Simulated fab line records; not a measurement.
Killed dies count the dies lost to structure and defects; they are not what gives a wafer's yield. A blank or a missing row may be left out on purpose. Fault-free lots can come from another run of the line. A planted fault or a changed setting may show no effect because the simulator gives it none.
Matching of chambers	flow nand_harc	3 sister chambers for NHARC_A_STAIRCASE_DEP_151 on pecvd-03
The step deposits SiO2, target thk 7200 nm. 3 wafers are shown with their chamber, then 7 later ones without.

== WAFERS, EACH WITH ITS CHAMBER ==
wafer	chamber	rf_fwd_power_W (W)
L085.5	0	499.5
L089.2	1	500.4
L089.3	2	495.8

== WAFERS MISSING THEIR CHAMBER ==
wafer	rf_fwd_power_W (W)
L089.5	500.2
L094.1	502.0
L094.3	500.8
L094.4	502.1
L096.2	497.2
L096.5	502.9
L096.6	498.6

== WHICH CHAMBER EACH ONE RAN IN ==
wafer	from the rows above	in truth
L089.5	can't be placed: 1 or 0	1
L094.1	can't be placed: 1 or 0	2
L094.3	can't be placed: 1 or 0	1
L094.4	can't be placed: 1 or 0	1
L096.2	can't be placed: 2 or 0 or 1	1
L096.5	can't be placed: 1 or 0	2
L096.6	can't be placed: 0 or 1 or 2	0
Correctly placed: 0 of 7. Not placeable from these rows: 7 (in 5, the candidates include the true chamber). Number placed wrongly: 0.
How it was worked out, from the rows above alone: a wafer's distance from a chamber is the root of the sum, over the readings, of the square of ((its reading less the chamber's mean) divided by the reading's scatter). The wafer belongs to the nearest chamber; if the next one is less than 2 further off, it can't be placed. The mean given for a chamber averages the wafers shown for that chamber. The scatter: root of mean squared gap, hidden wafer to nearest shown wafer, with one shown wafer a chamber.
